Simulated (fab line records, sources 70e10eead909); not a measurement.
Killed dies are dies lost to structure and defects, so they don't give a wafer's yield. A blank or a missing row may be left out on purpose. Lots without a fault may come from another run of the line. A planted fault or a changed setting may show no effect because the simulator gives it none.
fab line records | flow nand_harc
record lots=6 wafers=18 last_day=25
route steps=1159 shown P_M1@306 P_M2@318
lots that met no fault: from a run of the same line without faults
start_h: hours from the record's first day to the start of the lot's first wafer shown | wait_h: hours since the lot's step before | " the same as in the row above | L1.1+2: a row that stands for several wafers | - no value, or no start given | * or withheld: withheld | < > ~ a bound
route shown NAME@n: a module of which the file shows steps, and the number in the route of the first | usual: mean/standard deviation of fault-free wafers | same: alike in all rows | chamber/n: place in a boat | sites: the reading at each site | _std_site: their standard deviation | _edge_site: outer sites' mean less inner sites' | radius_mm: how far each site lies from the wafer's centre | mask NAME#n: copy n | behind: the tool/chamber that last shaped the wafer | hold: why the lot was held/for how many hours/how that ended | device: the transistor (n, p or np) that didn't switch | end of line: the same wafers' tests at the end of the route | a step without rows: its recipe alone | killed: dies lost to structure and defects at the first sort, not the wafer's yield | map: a wafer's dies, x killed, . not, _ none there
set.NAME: the setting as run; set.NAME@STEP: as run at that earlier step | model.NAME: the simulator's own value behind a step, which no gauge read
lots at some steps of the route; a table a step, a row a wafer
services: from which hour (start_h, from the record's first day; less than 0 if before it) a tool's chamber was out of use, for how many hours, and why
## steps
# step NHARC_P_M1_PRE_CLEAN_30
# recipe time_s=30 temp_c=280 gas=H2/He
# usual heater_power_w=416/59 susceptor_temp_C=279.96/0.18
# columns lot.wafer tool chamber start_h wait_h heater_power_w susceptor_temp_C
L430.1 pvd_sputter-01 - - - 419 280.11
L430.5 " - " " 398 279.86
L430.6 " - " " 430 280.15
L433.1 pvd_sputter-02 - - - 345 279.43
L433.3 " - " " 350 280.01
L433.4 " - " " 385 279.65
L441.4 pvd_sputter-02 - - - 361 279.81
L441.5 " - " " 438 279.76
L441.6 " - " " 364 279.87
L448.1 pvd_sputter-03 - - - 401 279.86
L448.2 " - " " 485 279.93
L448.5 " - " " 388 279.97
L449.2 pvd_sputter-03 - - - 395 280.30
L449.6 " - " " 484 280.03
L449.5 " - " " 369 280.29
L452.4 pvd_sputter-02 - - - 377 280.16
L452.1 " - " " 351 280.10
L452.6 " - " " 383 280.05
# step NHARC_P_M1_PVD_20
# recipe target_thk_a=50 bias_v=168.6 power_w=15000 chamber_pressure_pa=0.12 time_s=8.06 substrate_temp_c=50 material=TaN
# step NHARC_P_M1_PVD_21
# recipe target_thk_a=300 chamber_pressure_pa=5 power_w=5000 substrate_temp_c=30 time_s=20.49 material=Cu
# usual throttle_valve_pct=30.2/0.96
# columns lot.wafer tool chamber start_h wait_h throttle_valve_pct
L430.1 pvd_sputter-01 - - - 30.5
L430.6 " - " " 30.3
L430.5 " - " " 30.7
L433.3 pvd_sputter-02 - - - 28.6
L433.1 " - " " 28.5
L433.4 " - " " 29.9
L441.4 pvd_sputter-02 - - - 30.0
L441.5 " - " " 29.9
L441.6 " - " " 29.7
L448.2 pvd_sputter-03 - - - 31.1
L448.1 " - " " 32.0
L448.5 " - " " 31.0
L449.2 pvd_sputter-03 - - - 32.1
L449.5 " - " " 31.0
L449.6 " - " " 32.3
L452.4 pvd_sputter-02 - - - 30.6
L452.1 " - " " 29.5
L452.6 " - " " 31.0
# step NHARC_P_M1_ECD_22
# recipe target_thk_a=4000 bath_temp_c=25 material=Cu
# step NHARC_P_M1_ANNEAL_31
# recipe temp_c=225 time_s=90
# usual wafer_temp_C_max=226.2/0.48
# columns lot.wafer tool chamber start_h wait_h wafer_temp_C_max
L430.1 rtp_anneal-01 0 124.32 - 226.4
L430.5 " 0 " " 226.5
L430.6 " 0 " " 226.4
L433.1 rtp_anneal-01 0 149.53 0.3 226.3
L433.3 " 0 " " 226.4
L433.4 " 0 " " 226.2
L441.4 rtp_anneal-02 0 200.79 - 225.8
L441.5 " 0 " " 225.9
L441.6 " 0 " " 225.8
L448.1 rtp_anneal-02 0 233.02 0.3 226.0
L448.2 " 0 " " 225.4
L448.5 " 0 " " 225.4
L449.2 rtp_anneal-01 0 240.38 0.3 227.2
L449.5 " 0 " " 226.4
L449.6 " 0 " " 226.8
L452.1 rtp_anneal-02 0 260.58 0.3 225.6
L452.4 " 0 " " 226.0
L452.6 " 0 " " 225.7
# step NHARC_P_M1_CMP_23
# recipe t_overpolish_s=20 target_thk_nm=157.82
# usual edge_zone_pressure_frac=1.001/0.0051 motor_current_A=11.6/1.3 time_to_endpoint_s=29.6/2.7
# columns lot.wafer tool chamber start_h wait_h edge_zone_pressure_frac motor_current_A time_to_endpoint_s
L430.1 cmp-04 2 124.76 - 1.003 9.5 30.1
L430.6 " 3 " " 1.000 12.9 32.1
L430.5 " 0 " " 0.997 11.2 32.4
L433.4 cmp-04 2 149.88 - 0.994 10.0 28.6
L433.3 " 3 " " 1.008 11.6 31.0
L433.1 " 1 " " 1.005 12.3 28.6
L441.4 cmp-04 0 201.04 - 0.999 11.7 29.6
L441.5 " 2 " " 0.998 9.5 29.2
L441.6 " 3 " " 1.009 11.5 32.2
L448.2 cmp-03 1 233.40 - 1.012 13.1 27.5
L448.1 " 3 " " 1.006 13.6 28.7
L448.5 " 2 " " 0.997 13.2 31.0
L449.2 cmp-04 3 240.73 - 1.000 12.1 32.3
L449.6 " 1 " " 0.996 11.9 29.3
L449.5 " 2 " " 1.000 9.2 29.7
L452.4 cmp-04 3 260.93 - 1.003 12.2 31.6
L452.1 " 2 " " 1.005 9.7 26.9
L452.6 " 0 " " 1.009 12.3 31.1
# step NHARC_P_M1_THK_MEAS_24
# recipe thk_meas_gauge=xrf
# usual thk_nm=158.3/1.5
# columns lot.wafer tool chamber start_h wait_h thk_nm
L430.1 film_metro-01 - 124.98 - 158.7
L430.5 " - " " 157.6
L430.6 " - " " 159.8
L433.1 film_metro-02 - 150.19 - 158.6
L433.3 " - " " 159.0
L433.4 " - " " 156.1
L441.4 film_metro-02 - 201.30 - 159.2
L441.5 " - " " 159.6
L441.6 " - " " 158.8
L448.1 film_metro-01 - 233.71 - 155.2
L448.2 " - " " 157.4
L448.5 " - " " 160.0
L449.2 film_metro-02 - 240.99 - 158.3
L449.5 " - " " 158.3
L449.6 " - " " 155.9
L452.1 film_metro-02 - 261.24 - 156.9
L452.4 " - " " 158.1
L452.6 " - " " 159.1
# step NHARC_P_M1_SRD_25
# step NHARC_P_M1_INSPECT_27
# usual raw_defect_count=312/140
# columns lot.wafer tool chamber start_h wait_h raw_defect_count
L430.1 defect_inspect-01 - 125.14 0.0 334
L430.5 " - " " 660
L430.6 " - " " 305
L433.1 defect_inspect-02 - 150.35 0.0 244
L433.3 " - " " 177
L433.4 " - " " 264
L441.4 defect_inspect-02 - 201.46 0.0 378
L441.5 " - " " 439
L441.6 " - " " 426
L448.1 defect_inspect-02 - 233.88 0.0 418
L448.2 " - " " 263
L448.5 " - " " 381
L449.2 defect_inspect-02 - 241.14 0.0 349
L449.5 " - " " 316
L449.6 " - " " 452
L452.1 defect_inspect-01 - 261.41 0.0 657
L452.4 " - " " 483
L452.6 " - " " 397
# step NHARC_P_M1_PRE_CLEAN_32
# recipe time_s=12 temp_c=370 rf_power_w=300 gas=NH3
# usual heater_power_w=596/75 susceptor_temp_C=369.98/0.21
# columns lot.wafer tool chamber start_h wait_h heater_power_w susceptor_temp_C
L430.1 pecvd-04 0 125.24 0.1 609 370.25
L430.6 " 1 " " 603 369.78
L430.5 " 0 " " 624 370.42
L433.1 pecvd-03 1 150.43 0.1 561 369.97
L433.3 " 0 " " 649 370.25
L433.4 " 1 " " 563 369.69
L441.5 pecvd-02 2 201.56 0.1 753 370.31
L441.6 " 0 " " 465 369.71
L441.4 " 1 " " 684 369.71
L448.1 pecvd-02 0 233.96 0.1 463 369.86
L448.2 " 1 " " 734 369.50
L448.5 " 1 " " 717 369.91
L449.2 pecvd-03 2 241.21 0.1 503 370.01
L449.6 " 2 " " 504 369.92
L449.5 " 0 " " 648 369.51
L452.1 pecvd-04 1 261.48 0.1 657 370.03
L452.4 " 1 " " 653 369.79
L452.6 " 0 " " 566 370.05
# step NHARC_P_M1_DEP_33
# recipe target_thk_a=300 temp_c=370 target_thk_nm=30 pressure_torr=3 flow_sccm=200 rf_w=450 material=SiCN
# step NHARC_P_M2_DEP_00
# recipe target_thk_a=1825 target_thk_nm=182.5 temp_c=withheld pressure_torr=5 flow_sccm=200 rf_w=600 material=SiOC
# usual chamber_pressure_Torr=5.001/0.01 rf_fwd_power_W=599.1/1.7
# columns lot.wafer tool chamber start_h wait_h chamber_pressure_Torr rf_fwd_power_W
L430.1 pecvd-02 0 125.75 - 5.004 597.9
L430.6 " 0 " " 5.025 599.7
L430.5 " 1 " " 5.009 599.5
L433.3 pecvd-03 2 151.10 - 5.009 598.7
L433.1 " 0 " " 5.000 602.4
L433.4 " 2 " " 5.009 595.9
L441.5 pecvd-02 2 202.13 - 4.996 599.5
L441.6 " 0 " " 5.003 601.0
L441.4 " 1 " " 5.004 599.9
L448.2 pecvd-02 1 234.47 - - -
L448.1 " 2 " " - -
L448.5 " 0 " " - -
L449.2 pecvd-03 0 242.01 - - -
L449.5 " 0 " " - -
L449.6 " 2 " " - -
L452.1 pecvd-02 0 262.08 - 4.998 597.6
L452.6 " 1 " " 4.999 595.6
L452.4 " 2 " " 4.992 598.4
# step NHARC_P_M2_DEHYDRATE_01
# recipe temp_c=150 time_s=120
## services
# columns tool chamber start_h hours kind
pvd_sputter-02 - 100.39 1.8 repair
cmp-04 - 105.00 4.0 pm
pecvd-03 - 111.07 13.0 pm
pvd_sputter-03 - 113.75 10.0 pm
cmp-04 - 135.52 11.2 repair
cmp-03 - 136.97 4.2 repair
pvd_sputter-03 - 137.46 9.7 repair
pecvd-02 - 153.13 13.0 pm
pecvd-02 0 153.13 13.0 vent_cycle
pecvd-02 1 153.13 13.0 vent_cycle
pecvd-02 2 153.13 13.0 vent_cycle
cmp-04 - 153.62 1.7 repair
pecvd-03 - 154.35 5.4 repair
pvd_sputter-01 - 158.00 10.0 pm
cmp-03 - 160.36 4.0 pm
cmp-04 - 172.87 2.7 repair
cmp-03 - 186.84 3.4 repair
pecvd-04 - 195.48 13.0 pm
cmp-04 - 203.00 4.0 pm
pvd_sputter-02 - 214.00 10.0 pm
pecvd-04 1 229.94 5.4 repair
cmp-03 - 239.48 0.4 repair
pecvd-02 2 245.24 9.3 repair
cmp-03 - 258.39 4.0 pm
## key
first_sign step=NHARC_P_M2_DEP_00 reading=tool_record direction=missing
effect none on later readings
met_at NHARC_P_M2_DEP_00
struck_wafers L448.1,L448.2,L448.5,L449.2,L449.5,L449.6
later_rows_left_out L448.1,L448.2,L448.5,L449.2,L449.5,L449.6
sort_left_out L448.1,L448.2,L448.5,L449.2,L449.5,L449.6
onset_between 202.13 234.47
fault kind=skipped_step_whole tool=pecvd-02,pecvd-03 chamber=- onset_h=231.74 steps=NHARC_P_M2_DEP_00 scope=struck_lots_only
# sort_left_out: the simulated sort isn't trusted on such a fault, so these wafers' sort isn't shown, and their yield isn't known
# later_rows_left_out: the simulator's readings of these wafers behind a module that went badly wrong aren't trusted and aren't shown, but for the sort
